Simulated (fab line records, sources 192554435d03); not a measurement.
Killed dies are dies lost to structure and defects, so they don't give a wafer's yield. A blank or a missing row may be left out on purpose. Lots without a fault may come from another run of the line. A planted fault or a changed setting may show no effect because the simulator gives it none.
Chamber matching | flow n5_finfet | N5_FIN_SAQP_ETCH_64 on rie_si-03: 4 sister chambers
The step etches SiO2 in CF4, target depth 1.5 nm. 16 wafers are shown with their chamber, then 8 later ones without.

WAFERS WITH THEIR CHAMBER
wafer  | chamber | throttle_valve_pct (%) | oes_product_au (a.u.) | bias_w (W)
L077.2 | 2       | 22.09                  | 0.981                 | 399.0
L077.5 | 2       | 22.06                  | 0.969                 | 397.9
L077.6 | 1       | 21.50                  | 0.996                 | 398.5
L080.2 | 3       | 21.67                  | 1.033                 | 399.0
L080.5 | 2       | 22.09                  | 0.974                 | 399.9
L080.6 | 1       | 21.49                  | 1.001                 | 401.3
L082.1 | 3       | 21.69                  | 1.044                 | 401.2
L082.3 | 0       | 21.85                  | 1.031                 | 399.2
L082.4 | 2       | 22.06                  | 0.963                 | 400.2
L083.3 | 0       | 21.86                  | 1.027                 | 398.7
L083.5 | 2       | 22.08                  | 0.966                 | 399.7
L083.6 | 1       | 21.48                  | 0.998                 | 399.9
L087.1 | 3       | 21.68                  | 1.042                 | 398.0
L087.3 | 0       | 21.86                  | 1.036                 | 399.7
L087.6 | 2       | 22.07                  | 0.978                 | 400.3
L090.1 | 2       | 22.09                  | 0.970                 | 401.5

SIGNATURES (means of the wafers above)
reading            | chamber 0 | chamber 1 | chamber 2 | chamber 3 | scatter within a chamber
throttle_valve_pct | 21.8567   | 21.4900   | 22.0771   | 21.6800   | 0.0116
oes_product_au     | 1.03133   | 0.99833   | 0.97157   | 1.03967   | 0.00557
bias_w             | 399.200   | 399.900   | 399.786   | 399.400   | 1.2
Rule: a wafer's distance from a chamber is the root of the sum, over the readings, of the square of ((its reading less the chamber's mean) divided by the reading's scatter). The wafer belongs to the nearest chamber; if the next one is less than 2 further off, it can't be placed. The scatter: the root of (the sum of the squares of (reading less its chamber's mean) over the shown wafers, divided by (wafers less chambers)).

WAFERS WITHOUT THEIR CHAMBER
wafer  | throttle_valve_pct (%) | oes_product_au (a.u.) | bias_w (W)
L090.3 | 21.69                  | 1.037                 | 399.7
L090.4 | 21.50                  | 0.996                 | 398.8
L092.1 | 22.07                  | 0.958                 | 401.7
L092.4 | 21.69                  | 1.035                 | 399.8
L092.6 | 21.50                  | 1.002                 | 397.9
L094.1 | 21.84                  | 1.038                 | 399.5
L094.5 | 22.07                  | 0.960                 | 401.5
L094.6 | 21.51                  | 0.996                 | 399.8

WHICH CHAMBER EACH WENT THROUGH
wafer  | from the rows above | in truth
L090.3 | 3                   | 3
L090.4 | 1                   | 1
L092.1 | 2                   | 2
L092.4 | 3                   | 3
L092.6 | 1                   | 1
L094.1 | 0                   | 0
L094.5 | 2                   | 2
L094.6 | 1                   | 1
Placed correctly: 8 of 8. Can't be placed from these rows: 0. Placed wrongly: 0.
